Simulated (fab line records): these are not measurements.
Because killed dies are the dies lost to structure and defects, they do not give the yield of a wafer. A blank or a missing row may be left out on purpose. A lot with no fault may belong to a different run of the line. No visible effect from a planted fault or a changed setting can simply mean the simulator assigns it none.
fab line records	flow n5_finfet
[record] lots = 24	wafers = 72	last_day = 17
route steps=1938 shown BEOL_M11@1590 BEOL_M12@1612 BEOL_M13@1669
lots untouched by any fault: they come from a run of this same line in which no faults occurred
start_h: the number of hours between the record's first day and the start of the first shown wafer of the lot	wait_h: how many hours have passed since the lot's step before this one	" unchanged from the row above	L1.1+2: a row that stands for several wafers	- either no value or no given start	* or withheld: withheld	< > ~ a bound
route shown NAME@n: a module of which the file shows steps, and the number in the route of the first	usual: mean/standard deviation of fault-free wafers	same: alike in all rows	chamber/n: place in a boat	sites: the reading at each site	_std_site: standard deviation across them	_edge_site: mean of outer sites minus mean of inner sites	radius_mm: how far each site lies from the wafer's centre	mask NAME#n: copy n	behind: the tool/chamber that last shaped the wafer	hold: reason for holding the lot/hours on hold/outcome of the hold	device: names the non-switching transistor (n, p or np)	end of line: the tests these same wafers got at the end of their route	step lacking rows: just its recipe	killed: dies that structure and defects cost at the first sort, which is not the same as the wafer's yield	map: per-die view of a wafer (x killed, . not killed, _ where there is no die)
set.NAME: the setting that was run; set.NAME@STEP: the one run at that earlier step	model.NAME: the simulator's own value behind a step, which no gauge read
steps of the route over a sample of lots; a table a step, a row a wafer
services: when a tool's chamber went out of use (start_h, in hours from the record's first day, below 0 if earlier), for how many hours, and the reason
[[steps]]
[step N5_BEOL_M11_ALD_74]
[recipe] material = TaN	target_thk_a = 20	temp_c = 275	ald_precursor_family = PDMAT	ald_co_reactant = NH3	pressure_torr = 3	carrier_flow_sccm = 1500	pulse_time_s = 2	purge_time_s = 3	co_reactant_purge_time_s = 2	co_reactant_pulse_time_s = 3	ald_cycles = 40	precursor_vessel_temp_c = 75	precursor_vessel_pressure_torr = 26.25	precursor_vessel_carrier_sccm = 1000
[usual] heater_power_w = 409/50
lot.wafer	tool	chamber	start_h	wait_h	heater_power_w
L074.3	ald_metal-04	3	216.34	0.0	459
L074.4	"	2	"	"	390
L074.5	"	1	"	"	372
L075.2	ald_metal-04	1	233.66	0.2	371
L075.3	"	0	"	"	454
L075.5	"	3	"	"	448
L077.2	ald_metal-04	1	236.89	0.0	374
L077.4	"	3	"	"	448
L077.5	"	2	"	"	383
L078.3	ald_metal-01	3	237.34	0.0	423
L078.4	"	1	"	"	427
L078.5	"	3	"	"	432
L076.2	ald_metal-02	0	238.13	0.0	433
L076.4	"	3	"	"	479
L076.6	"	1	"	"	391
L079.1	ald_metal-02	3	253.48	0.0	483
L079.2	"	0	"	"	440
L079.6	"	0	"	"	446
L080.1	ald_metal-01	0	261.36	0.1	356
L080.2	"	2	"	"	430
L080.5	"	2	"	"	417
L082.1	ald_metal-04	3	261.77	0.1	463
L082.3	"	1	"	"	368
L082.6	"	2	"	"	379
L081.2	ald_metal-04	1	271.57	0.0	371
L081.3	"	2	"	"	389
L081.4	"	3	"	"	459
L083.2	ald_metal-02	3	274.98	0.0	474
L083.3	"	2	"	"	314
L083.6	"	2	"	"	320
L085.1	ald_metal-04	2	287.75	0.0	380
L085.4	"	0	"	"	462
L085.5	"	3	"	"	457
L084.2	ald_metal-01	0	288.03	0.0	355
L084.3	"	3	"	"	437
L084.6	"	3	"	"	418
L087.3	ald_metal-02	1	301.32	0.0	387
L087.4	"	0	"	"	430
L087.6	"	1	"	"	380
L086.4	ald_metal-02	2	306.03	0.0	316
L086.5	"	0	"	"	444
L086.6	"	3	"	"	468
L089.1	ald_metal-02	0	308.81	0.0	433
L089.2	"	2	"	"	316
L089.4	"	3	"	"	479
L090.2	ald_metal-02	2	309.07	0.0	311
L090.3	"	1	"	"	383
L090.5	"	0	"	"	436
L088.1	ald_metal-01	2	313.13	0.0	410
L088.4	"	3	"	"	432
L088.6	"	3	"	"	417
L091.1	ald_metal-02	3	329.48	0.1	478
L091.3	"	0	"	"	438
L091.6	"	1	"	"	378
L092.3	ald_metal-04	3	333.15	0.3	461
L092.5	"	3	"	"	463
L092.6	"	2	"	"	373
L094.1	ald_metal-02	3	336.17	0.2	468
L094.5	"	1	"	"	376
L094.6	"	0	"	"	455
L093.2	ald_metal-02	0	340.08	0.1	436
L093.4	"	3	"	"	468
L093.6	"	3	"	"	481
L095.2	ald_metal-02	2	346.23	0.1	315
L095.4	"	3	"	"	476
L095.6	"	2	"	"	311
L096.1	ald_metal-01	0	351.36	0.0	327
L096.2	"	1	"	"	386
L096.6	"	2	"	"	377
L097.2	ald_metal-04	1	369.99	0.1	374
L097.3	"	0	"	"	460
L097.5	"	2	"	"	383
[step N5_BEOL_M11_SURFACE_TREAT_76]
[recipe] gas = Ar	time_s = *	ion_energy_ev = *	ion_current_ma_cm2 = 0.5	pressure_mtorr = *	ar_flow_sccm = 30
[usual] throttle_valve_pct = *
lot.wafer	tool	chamber	start_h	wait_h	throttle_valve_pct
L074.3	pvd_sputter-03	-	216.66	0.2	*
L074.4	"	-	"	"	*
L074.5	"	-	"	"	*
L075.2	pvd_sputter-02	-	234.09	0.3	*
L075.3	"	-	"	"	*
L075.5	"	-	"	"	*
L077.2	pvd_sputter-02	-	237.32	0.3	*
L077.4	"	-	"	"	*
L077.5	"	-	"	"	*
L078.3	pvd_sputter-03	-	237.95	0.5	*
L078.4	"	-	"	"	*
L078.5	"	-	"	"	*
L076.2	pvd_sputter-01	-	238.50	0.2	*
L076.4	"	-	"	"	*
L076.6	"	-	"	"	*
L079.1	pvd_sputter-03	-	253.83	0.2	*
L079.2	"	-	"	"	*
L079.6	"	-	"	"	*
L080.1	pvd_sputter-03	-	261.69	0.2	*
L080.2	"	-	"	"	*
L080.5	"	-	"	"	*
L082.1	pvd_sputter-03	-	262.17	0.3	*
L082.3	"	-	"	"	*
L082.6	"	-	"	"	*
L081.2	pvd_sputter-02	-	271.89	0.2	*
L081.3	"	-	"	"	*
L081.4	"	-	"	"	*
L083.2	pvd_sputter-03	-	275.26	0.2	*
L083.3	"	-	"	"	*
L083.6	"	-	"	"	*
L085.1	pvd_sputter-01	-	288.05	0.2	*
L085.4	"	-	"	"	*
L085.5	"	-	"	"	*
L084.2	pvd_sputter-01	-	288.47	0.3	*
L084.3	"	-	"	"	*
L084.6	"	-	"	"	*
L087.3	pvd_sputter-03	-	301.65	0.2	*
L087.4	"	-	"	"	*
L087.6	"	-	"	"	*
L086.4	pvd_sputter-03	-	306.49	0.3	*
L086.5	"	-	"	"	*
L086.6	"	-	"	"	*
L089.1	pvd_sputter-03	-	309.12	0.2	*
L089.2	"	-	"	"	*
L089.4	"	-	"	"	*
L090.2	pvd_sputter-02	-	309.38	0.2	*
L090.3	"	-	"	"	*
L090.5	"	-	"	"	*
L088.1	pvd_sputter-01	-	313.46	0.2	*
L088.4	"	-	"	"	*
L088.6	"	-	"	"	*
L091.1	pvd_sputter-03	-	329.79	0.2	*
L091.3	"	-	"	"	*
L091.6	"	-	"	"	*
L092.3	pvd_sputter-01	-	334.56	1.3	*
L092.5	"	-	"	"	*
L092.6	"	-	"	"	*
L094.1	pvd_sputter-03	-	337.78	1.5	*
L094.5	"	-	"	"	*
L094.6	"	-	"	"	*
L093.2	pvd_sputter-02	-	341.36	1.2	*
L093.4	"	-	"	"	*
L093.6	"	-	"	"	*
L095.2	pvd_sputter-01	-	346.53	0.2	*
L095.4	"	-	"	"	*
L095.6	"	-	"	"	*
L096.1	pvd_sputter-02	-	351.68	0.2	*
L096.2	"	-	"	"	*
L096.6	"	-	"	"	*
L097.2	pvd_sputter-01	-	370.37	0.2	*
L097.3	"	-	"	"	*
L097.5	"	-	"	"	*
[step N5_BEOL_M12_CD_MEAS_10]
[recipe] target_cd_nm = 140	landing_energy_ev = 500	detector = se_inlens	polarity = opening
[usual] cd_nm = 139.8/1.3
[same] landing_energy_ev = 500
lot.wafer	tool	chamber	start_h	wait_h	cd_nm
L074.3	cd_sem-03	0	218.60	-	140.0
L074.4	"	0	"	"	140.1
L074.5	"	0	"	"	140.3
L075.2	cd_sem-01	0	238.17	-	140.4
L075.3	"	0	"	"	141.1
L075.5	"	0	"	"	140.5
L077.2	cd_sem-02	0	239.46	-	140.2
L077.4	"	0	"	"	138.2
L077.5	"	0	"	"	136.3
L078.3	cd_sem-02	0	240.41	-	139.5
L078.4	"	0	"	"	140.3
L078.5	"	0	"	"	141.5
L076.2	cd_sem-01	0	241.00	-	138.7
L076.4	"	0	"	"	139.3
L076.6	"	0	"	"	139.3
L079.1	cd_sem-02	0	255.87	-	141.6
L079.2	"	0	"	"	142.3
L079.6	"	0	"	"	140.7
L080.1	cd_sem-03	0	263.44	-	138.9
L080.2	"	0	"	"	141.9
L080.5	"	0	"	"	141.0
L082.1	cd_sem-03	0	266.93	-	139.5
L082.3	"	0	"	"	140.2
L082.6	"	0	"	"	139.5
L081.2	cd_sem-03	0	273.85	-	141.4
L081.3	"	0	"	"	139.5
L081.4	"	0	"	"	140.4
L083.2	cd_sem-01	0	277.31	-	138.0
L083.3	"	0	"	"	139.1
L083.6	"	0	"	"	138.8
L085.1	cd_sem-01	0	289.91	-	140.3
L085.4	"	0	"	"	140.8
L085.5	"	0	"	"	139.6
L084.2	cd_sem-02	0	290.30	-	139.8
L084.3	"	0	"	"	140.5
L084.6	"	0	"	"	141.3
L087.3	cd_sem-02	0	303.60	-	137.3
L087.4	"	0	"	"	138.9
L087.6	"	0	"	"	138.3
L086.4	cd_sem-03	0	308.83	-	139.7
L086.5	"	0	"	"	137.9
L086.6	"	0	"	"	138.9
L089.1	cd_sem-02	0	310.82	-	138.2
L089.2	"	0	"	"	139.4
L089.4	"	0	"	"	137.7
L090.2	cd_sem-02	0	311.21	-	140.4
L090.3	"	0	"	"	140.0
L090.5	"	0	"	"	140.2
L088.1	cd_sem-02	0	315.58	-	139.9
L088.4	"	0	"	"	140.8
L088.6	"	0	"	"	140.0
L091.1	cd_sem-02	0	332.64	-	139.9
L091.3	"	0	"	"	141.6
L091.6	"	0	"	"	138.4
L092.3	cd_sem-01	0	336.42	-	138.7
L092.5	"	0	"	"	139.7
L092.6	"	0	"	"	138.8
L094.1	cd_sem-01	0	339.48	-	139.1
L094.5	"	0	"	"	138.0
L094.6	"	0	"	"	138.1
L093.2	cd_sem-03	0	343.63	-	139.8
L093.4	"	0	"	"	141.8
L093.6	"	0	"	"	140.6
L095.2	cd_sem-02	0	348.46	-	139.8
L095.4	"	0	"	"	140.8
L095.6	"	0	"	"	139.0
L096.1	cd_sem-02	0	353.82	-	141.9
L096.2	"	0	"	"	139.9
L096.6	"	0	"	"	139.9
L097.2	cd_sem-02	0	373.47	-	140.1
L097.3	"	0	"	"	141.1
L097.5	"	0	"	"	138.6
[step N5_BEOL_M12_STRIP_64]
[recipe] chemistry = N2/H2	power_w = 1000	temp_c = 250	h2_frac = 0.65	overash_fraction = 0.3	pressure_mtorr = withheld	n2_flow_sccm = 1750	h2_flow_sccm = 3250
[usual] drypump_motor_current_A = 6.08/0.3	heater_power_w = 313/17	oes_product_au = 0.715/0.0044	strip_time_to_endpoint_s = 31.31/0.07
lot.wafer	tool	chamber	start_h	wait_h	drypump_motor_current_A	heater_power_w	oes_product_au	rf_hours_counter_h	strip_time_to_endpoint_s
L074.3	plasma_asher-01	0	219.64	0.0	5.75	314	0.716	-	31.25
L074.4	"	1	"	"	5.92	294	0.719	-	31.43
L074.5	"	1	"	"	5.92	293	0.715	-	31.27
L075.2	plasma_asher-01	1	238.60	0.0	5.91	290	0.720	69	31.31
L075.3	"	0	"	"	5.74	308	0.716	-	31.28
L075.5	"	0	"	"	5.76	320	0.720	-	31.36
L077.2	plasma_asher-01	1	239.89	0.0	5.90	285	0.716	69	31.26
L077.4	"	0	"	"	5.73	317	0.718	-	31.20
L077.5	"	0	"	"	5.73	314	0.711	-	31.15
L078.3	plasma_asher-02	0	240.87	0.0	6.37	323	0.716	-	31.33
L078.4	"	1	"	"	6.48	320	0.712	-	31.38
L078.5	"	1	"	"	6.50	321	0.715	-	31.35
L076.2	plasma_asher-02	1	241.53	0.0	6.46	322	0.712	121	31.39
L076.4	"	0	"	"	6.38	331	0.718	-	31.39
L076.6	"	1	"	"	6.50	323	0.711	-	31.30
L079.1	plasma_asher-01	0	256.34	0.0	5.73	318	0.715	73	31.31
L079.2	"	1	"	"	5.91	286	0.717	73	31.39
L079.6	"	1	"	"	5.91	286	0.715	-	31.40
L080.1	plasma_asher-01	1	263.87	0.0	5.90	285	0.711	74	31.36
L080.2	"	0	"	"	5.75	309	0.708	74	31.35
L080.5	"	1	"	"	5.91	285	0.712	-	31.44
L082.1	plasma_asher-01	0	267.37	0.0	5.76	318	0.718	75	31.23
L082.3	"	0	"	"	5.73	311	0.712	-	31.26
L082.6	"	1	"	"	5.92	286	0.713	-	31.19
L081.2	plasma_asher-01	1	274.28	0.0	5.90	284	0.723	77	31.18
L081.3	"	0	"	"	5.74	318	0.711	-	31.34
L081.4	"	1	"	"	5.89	297	0.713	-	31.23
L083.2	plasma_asher-02	1	277.77	0.0	6.47	322	0.708	129	31.31
L083.3	"	0	"	"	6.38	328	0.723	-	31.38
L083.6	"	1	"	"	6.42	324	0.720	-	31.33
L085.1	plasma_asher-02	1	290.35	0.0	6.49	327	0.710	130	31.26
L085.4	"	1	"	"	6.46	316	0.717	-	31.30
L085.5	"	1	"	"	6.48	322	0.718	-	31.34
L084.2	plasma_asher-02	0	290.97	0.0	6.38	334	0.713	131	31.32
L084.3	"	1	"	"	6.48	326	0.716	-	31.37
L084.6	"	1	"	"	6.49	338	0.717	-	31.42
L087.3	plasma_asher-01	1	304.09	0.0	5.91	284	0.719	-	31.33
L087.4	"	0	"	"	5.80	316	0.715	-	31.28
L087.6	"	0	"	"	5.79	320	0.711	-	31.38
L086.4	plasma_asher-01	0	309.45	0.0	5.75	318	0.701	-	31.21
L086.5	"	0	"	"	5.74	318	0.706	-	31.15
L086.6	"	1	"	"	5.91	282	0.719	-	31.19
L089.1	plasma_asher-01	1	311.25	0.0	5.90	289	0.719	84	31.30
L089.2	"	0	"	"	5.76	315	0.716	84	31.32
L089.4	"	1	"	"	5.90	289	0.722	-	31.29
L090.2	plasma_asher-01	0	311.64	0.0	5.77	319	0.717	84	31.29
L090.3	"	0	"	"	5.73	323	0.715	-	31.25
L090.5	"	0	"	"	5.73	313	0.717	-	31.31
L088.1	plasma_asher-02	0	316.01	0.0	6.38	330	0.714	137	31.34
L088.4	"	1	"	"	6.44	330	0.715	-	31.44
L088.6	"	1	"	"	6.45	318	0.712	-	31.26
L091.1	plasma_asher-02	1	333.08	0.0	6.46	321	0.708	140	31.33
L091.3	"	1	"	"	6.49	325	0.710	-	31.39
L091.6	"	0	"	"	6.37	328	0.728	-	31.37
L092.3	plasma_asher-01	1	336.87	0.0	5.94	285	0.719	-	31.26
L092.5	"	0	"	"	5.73	319	0.715	-	31.25
L092.6	"	1	"	"	5.91	280	0.719	-	31.28
L094.1	plasma_asher-02	1	339.92	0.0	6.47	314	0.714	141	31.34
L094.5	"	0	"	"	6.40	331	0.713	-	31.31
L094.6	"	1	"	"	6.47	324	0.716	-	31.31
L093.2	plasma_asher-01	1	344.28	0.0	5.90	285	0.718	91	31.15
L093.4	"	0	"	"	5.81	311	0.716	-	31.24
L093.6	"	0	"	"	5.74	318	0.708	-	31.25
L095.2	plasma_asher-02	0	348.89	0.0	6.37	332	0.719	142	31.28
L095.4	"	0	"	"	6.38	332	0.722	-	31.41
L095.6	"	0	"	"	6.39	336	0.717	-	31.27
L096.1	plasma_asher-02	0	354.32	0.0	6.39	342	0.709	143	31.32
L096.2	"	1	"	"	6.43	322	0.710	143	31.29
L096.6	"	0	"	"	6.40	327	0.719	-	31.31
L097.2	plasma_asher-01	0	373.90	0.0	5.74	328	0.708	98	31.28
L097.3	"	1	"	"	5.92	293	0.719	-	31.29
L097.5	"	1	"	"	5.92	290	0.717	-	31.26
[step N5_BEOL_M12_DESCUM_33]
[recipe] chemistry = O2	time_s = 7.9	source_power_w = 50	bias_power_w = 20	pressure_mtorr = 20	rf_frequency_hz = 2.712e+07	temp_c = 40	o2_flow_sccm = 225
[usual] drypump_motor_current_A = 6.0/0.53	o2_flow_sccm = 225.0/0.68	oes_product_au = 0.81/0.085	rf_vpp_V = 243.5/1.2	showerhead_plenum_p_Torr = 2.12/0.065	throttle_valve_pct = 20.4/0.32
lot.wafer	tool	chamber	start_h	wait_h	drypump_motor_current_A	o2_flow_sccm	oes_product_au	rf_hours_counter_h	rf_vpp_V	showerhead_plenum_p_Torr	throttle_valve_pct
L074.3	rie_diel-05	0	220.30	0.0	5.6	225.7	0.81	103	242.2	2.02	20.2
L074.4	"	3	"	"	5.5	225.4	0.76	147	245.0	2.19	20.6
L074.5	"	3	"	"	5.5	225.5	0.77	-	243.4	2.19	20.6
L075.2	rie_diel-01	3	239.17	0.0	5.1	225.1	0.70	234	241.1	1.98	20.5
L075.3	"	2	"	"	6.6	224.6	0.69	217	242.4	2.08	20.5
L075.5	"	2	"	"	6.6	224.5	0.68	-	244.5	2.08	20.5
L077.2	rie_diel-01	3	240.61	0.1	5.1	224.5	0.71	235	242.6	1.98	20.5
L077.4	"	1	"	"	6.6	225.8	0.84	-	243.0	2.13	20.8
L077.5	"	3	"	"	5.1	224.8	0.70	-	243.2	1.98	20.5
L078.3	rie_diel-01	3	241.53	0.0	5.1	225.2	0.70	236	240.9	1.98	20.5
L078.4	"	3	"	"	5.1	224.6	0.70	-	240.9	1.98	20.5
L078.5	"	1	"	"	6.7	225.3	0.84	-	241.9	2.13	20.8
L076.2	rie_diel-01	1	242.39	0.2	6.6	223.9	0.83	79	244.6	2.13	20.8
L076.4	"	3	"	"	5.1	224.8	0.70	-	240.7	1.98	20.5
L076.6	"	0	"	"	5.5	223.7	0.85	-	245.0	2.12	20.7
L079.1	rie_diel-01	0	257.03	0.0	5.5	225.3	0.85	79	244.5	2.11	20.7
L079.2	"	1	"	"	6.6	224.7	0.83	86	244.5	2.13	20.8
L079.6	"	1	"	"	6.6	225.1	0.82	-	243.3	2.13	20.8
L080.1	rie_diel-01	1	264.63	0.1	6.6	224.9	0.83	89	243.8	2.12	20.8
L080.2	"	0	"	"	5.5	223.8	0.86	82	243.9	2.11	20.7
L080.5	"	1	"	"	6.6	224.4	0.83	-	243.2	2.12	20.8
L082.1	rie_diel-05	0	268.06	0.2	5.6	225.1	0.79	118	241.9	2.01	20.3
L082.3	"	2	"	"	6.6	224.7	0.74	185	243.3	2.08	20.5
L082.6	"	0	"	"	5.6	225.1	0.80	-	241.5	2.01	20.3
L081.2	rie_diel-04	0	274.98	0.2	6.6	223.8	0.98	7	246.0	2.24	19.9
L081.3	"	3	"	"	5.7	224.2	0.70	234	244.6	2.15	20.2
L081.4	"	3	"	"	5.6	224.9	0.70	-	244.6	2.15	20.2
L083.2	rie_diel-05	2	278.48	0.1	6.6	225.2	0.73	189	244.1	2.08	20.5
L083.3	"	3	"	"	5.5	225.4	0.74	165	243.8	2.19	20.6
L083.6	"	2	"	"	6.6	225.1	0.73	-	242.4	2.08	20.5
L085.1	rie_diel-04	1	291.11	0.1	5.7	226.2	0.75	175	243.5	2.08	20.7
L085.4	"	2	"	"	5.7	225.4	0.86	38	244.5	2.13	20.0
L085.5	"	2	"	"	5.7	225.5	0.86	-	242.3	2.13	20.0
L084.2	rie_diel-05	1	291.66	0.0	6.3	225.4	0.89	39	243.4	2.14	20.2
L084.3	"	3	"	"	5.5	225.5	0.75	169	243.8	2.18	20.6
L084.6	"	1	"	"	6.3	224.4	0.89	-	244.9	2.14	20.2
L087.3	rie_diel-01	1	304.82	0.2	6.6	225.0	0.81	103	244.3	2.12	20.9
L087.4	"	1	"	"	6.6	224.5	0.81	-	244.0	2.12	20.8
L087.6	"	2	"	"	6.6	224.2	0.68	-	242.1	2.07	20.5
L086.4	rie_diel-01	3	310.12	0.0	5.1	224.6	0.97	4	245.0	2.24	20.1
L086.5	"	3	"	"	5.1	224.7	0.98	-	246.0	2.24	20.1
L086.6	"	2	"	"	6.6	225.0	0.68	-	242.4	2.07	20.5
L089.1	rie_diel-04	1	312.06	0.2	5.7	225.9	0.73	183	242.0	2.07	20.7
L089.2	"	2	"	"	5.7	224.8	0.85	45	243.4	2.13	20.0
L089.4	"	3	"	"	5.7	225.8	0.68	248	244.3	2.15	20.2
L090.2	rie_diel-01	0	312.49	0.2	5.5	225.3	0.82	101	243.4	2.11	20.7
L090.3	"	2	"	"	6.6	225.4	0.67	244	243.5	2.07	20.5
L090.5	"	1	"	"	6.6	225.7	0.81	-	244.6	2.12	20.9
L088.1	rie_diel-04	2	316.58	0.0	5.8	226.0	0.85	47	244.8	2.13	20.0
L088.4	"	3	"	"	5.6	225.1	0.69	250	244.4	2.15	20.3
L088.6	"	1	"	"	5.7	223.8	0.73	-	244.3	2.07	20.7
L091.1	rie_diel-04	0	333.65	0.0	6.6	223.8	0.91	31	245.5	2.23	19.9
L091.3	"	2	"	"	5.7	223.6	0.84	54	243.1	2.12	20.0
L091.6	"	2	"	"	5.8	224.1	0.83	-	243.1	2.13	20.0
L092.3	rie_diel-01	1	337.42	0.0	6.6	224.1	0.80	115	242.8	2.12	20.9
L092.5	"	3	"	"	5.1	225.2	0.94	-	245.6	2.24	20.1
L092.6	"	1	"	"	6.6	225.4	0.80	-	243.6	2.12	20.9
L094.1	rie_diel-04	0	340.48	0.0	6.6	224.3	0.91	34	243.8	2.23	19.9
L094.5	"	3	"	"	5.7	224.3	0.97	-	243.8	2.15	19.9
L094.6	"	2	"	"	5.8	224.9	0.83	-	244.0	2.12	20.0
L093.2	rie_diel-04	0	345.99	0.0	6.6	225.0	0.90	36	243.9	2.22	20.0
L093.4	"	2	"	"	5.8	224.2	0.83	59	243.9	2.12	20.0
L093.6	"	3	"	"	5.6	224.6	0.96	-	244.7	2.14	19.9
L095.2	rie_diel-05	0	349.45	0.0	5.6	225.9	0.78	145	242.2	2.00	20.3
L095.4	"	1	"	"	6.2	224.6	0.86	59	243.0	2.13	20.2
L095.6	"	1	"	"	6.3	225.9	0.86	-	243.0	2.13	20.2
L096.1	rie_diel-05	0	354.88	0.0	5.6	225.4	0.77	147	243.2	2.00	20.3
L096.2	"	1	"	"	6.2	223.7	0.85	62	243.3	2.13	20.2
L096.6	"	2	"	"	6.6	225.5	0.72	-	243.6	2.07	20.5
L097.2	rie_diel-04	3	374.66	0.2	5.7	223.8	0.92	14	243.8	2.14	19.9
L097.3	"	2	"	"	5.7	224.6	0.82	68	242.0	2.12	20.0
L097.5	"	1	"	"	5.7	225.1	0.71	-	243.4	2.07	20.8
[step N5_BEOL_M13_CD_MEAS_10]
[recipe] target_cd_nm = 190	landing_energy_ev = 500	detector = se_inlens	polarity = opening
[usual] cd_nm = 190.2/1.2
[same] landing_energy_ev = 500
lot.wafer	tool	chamber	start_h	wait_h	cd_nm
L074.3	cd_sem-01	0	225.16	-	191.2
L074.4	"	0	"	"	191.3
L074.5	"	0	"	"	192.1
L075.2	cd_sem-03	0	243.68	-	189.9
L075.3	"	0	"	"	190.1
L075.5	"	0	"	"	189.6
L077.2	cd_sem-01	0	244.38	-	189.2
L077.4	"	0	"	"	189.1
L077.5	"	0	"	"	189.5
L078.3	cd_sem-02	0	244.54	-	188.7
L078.4	"	0	"	"	188.4
L078.5	"	0	"	"	189.2
L076.2	cd_sem-03	0	246.90	-	190.0
L076.4	"	0	"	"	190.1
L076.6	"	0	"	"	189.6
L079.1	cd_sem-01	0	260.05	-	191.7
L079.2	"	0	"	"	189.9
L079.6	"	0	"	"	191.3
L080.1	cd_sem-02	0	270.05	-	189.8
L080.2	"	0	"	"	189.1
L080.5	"	0	"	"	189.4
L082.1	cd_sem-02	0	272.43	-	188.7
L082.3	"	0	"	"	190.3
L082.6	"	0	"	"	189.0
L081.2	cd_sem-03	0	277.86	-	189.3
L081.3	"	0	"	"	188.6
L081.4	"	0	"	"	188.9
L083.2	cd_sem-02	0	282.95	-	189.6
L083.3	"	0	"	"	188.9
L083.6	"	0	"	"	190.0
L085.1	cd_sem-03	0	299.10	-	189.7
L085.4	"	0	"	"	190.7
L085.5	"	0	"	"	189.6
L084.2	cd_sem-02	0	299.95	-	188.5
L084.3	"	0	"	"	188.3
L084.6	"	0	"	"	188.1
L087.3	cd_sem-03	0	307.90	-	190.9
L087.4	"	0	"	"	190.2
L087.6	"	0	"	"	190.3
L086.4	cd_sem-02	0	314.69	-	188.4
L086.5	"	0	"	"	188.1
L086.6	"	0	"	"	188.5
L089.1	cd_sem-01	0	315.14	-	190.0
L089.2	"	0	"	"	189.0
L089.4	"	0	"	"	189.9
L090.2	cd_sem-01	0	315.74	-	189.3
L090.3	"	0	"	"	189.3
L090.5	"	0	"	"	190.4
L088.1	cd_sem-01	0	319.80	-	189.1
L088.4	"	0	"	"	189.4
L088.6	"	0	"	"	189.1
L091.1	cd_sem-01	0	336.79	-	191.4
L091.3	"	0	"	"	192.8
L091.6	"	0	"	"	192.2
L092.3	cd_sem-02	0	340.76	-	191.2
L092.5	"	0	"	"	189.6
L092.6	"	0	"	"	191.2
L094.1	cd_sem-03	0	344.54	-	192.0
L094.5	"	0	"	"	192.1
L094.6	"	0	"	"	192.1
L093.2	cd_sem-01	0	354.49	-	192.3
L093.4	"	0	"	"	193.3
L093.6	"	0	"	"	191.7
L095.2	cd_sem-03	0	355.01	-	190.4
L095.4	"	0	"	"	190.9
L095.6	"	0	"	"	189.4
L096.1	cd_sem-01	0	358.21	-	191.2
L096.2	"	0	"	"	190.9
L096.6	"	0	"	"	191.7
L097.2	cd_sem-01	0	378.76	-	191.6
L097.3	"	0	"	"	191.0
L097.5	"	0	"	"	192.1
[[services]]
tool	chamber	start_h	hours	kind
ald_metal-01	2	195.64	10.1	repair
rie_diel-04	2	210.03	5.3	repair
rie_diel-04	1	217.31	5.0	repair
rie_diel-01	3	221.31	4.5	repair
rie_diel-01	2	240.16	6.1	repair
rie_diel-04	1	265.61	2.8	repair
rie_diel-04	1	270.86	4.3	repair
rie_diel-01	3	279.36	-	clean
rie_diel-01	3	279.36	-	consumable_replace:focus_ring
rie_diel-01	3	279.36	-	consumable_replace:showerhead
rie_diel-01	3	279.36	15.2	scheduled_down
rie_diel-01	3	279.36	15.2	vent_cycle
rie_diel-04	3	283.85	4.2	repair
rie_diel-01	1	284.52	2.1	repair
rie_diel-04	2	298.45	3.9	repair
rie_diel-01	3	303.05	3.8	repair
ald_metal-04	1	304.32	27.4	repair
ald_metal-04	-	329.63	3.1	repair
rie_diel-01	2	331.60	-	clean
rie_diel-01	2	331.60	-	consumable_replace:focus_ring
pvd_sputter-03	-	335.59	1.7	repair
ald_metal-01	-	337.25	14.0	pm
ald_metal-01	1	364.63	3.3	repair
ald_metal-02	-	367.53	0.8	repair
[[key]]
fault none
